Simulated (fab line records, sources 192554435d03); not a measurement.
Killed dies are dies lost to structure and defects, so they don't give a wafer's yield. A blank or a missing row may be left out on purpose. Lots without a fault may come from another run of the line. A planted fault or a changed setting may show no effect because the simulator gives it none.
Chamber matching | flow n5_finfet | N5_BEOL_M7_CURE_74 on uv_cure-01: 3 sister chambers
The step cures SiCOH lowk, time 240 s. 3 wafers are shown with their chamber, then 10 later ones without.

WAFERS WITH THEIR CHAMBER
wafer  | chamber | wafer_temp_C_max
L082.4 | 1       | 385.7
L085.6 | 0       | 386.8
L091.5 | 2       | 387.3

WAFERS WITHOUT THEIR CHAMBER
wafer  | wafer_temp_C_max
L091.6 | 386.9
L088.2 | 386.4
L088.3 | 386.8
L088.6 | 386.9
L094.1 | 386.7
L094.3 | 386.3
L094.4 | 385.9
L096.2 | 386.5
L096.5 | 386.9
L096.6 | 386.4

WHICH CHAMBER EACH WENT THROUGH
wafer  | from the rows above          | in truth
L091.6 | can't be placed: 0 or 2      | 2
L088.2 | can't be placed: 0 or 1 or 2 | 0
L088.3 | can't be placed: 0 or 2      | 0
L088.6 | can't be placed: 0 or 2      | 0
L094.1 | can't be placed: 0 or 2      | 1
L094.3 | can't be placed: 0 or 1 or 2 | 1
L094.4 | 1                            | 1
L096.2 | can't be placed: 0 or 1 or 2 | 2
L096.5 | can't be placed: 0 or 2      | 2
L096.6 | can't be placed: 0 or 1 or 2 | 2
Placed correctly: 1 of 10. Can't be placed from these rows: 9 (the true chamber is among the candidates in 8). Placed wrongly: 0.
How it was worked out, from the rows above alone: a wafer's distance from a chamber is the root of the sum, over the readings, of the square of ((its reading less the chamber's mean) divided by the reading's scatter). The wafer belongs to the nearest chamber; if the next one is less than 2 further off, it can't be placed. A chamber's mean is the mean of its shown wafers. The scatter: with one shown wafer a chamber, the root of the mean of the squares of how far each hidden wafer lies from its nearest shown one.
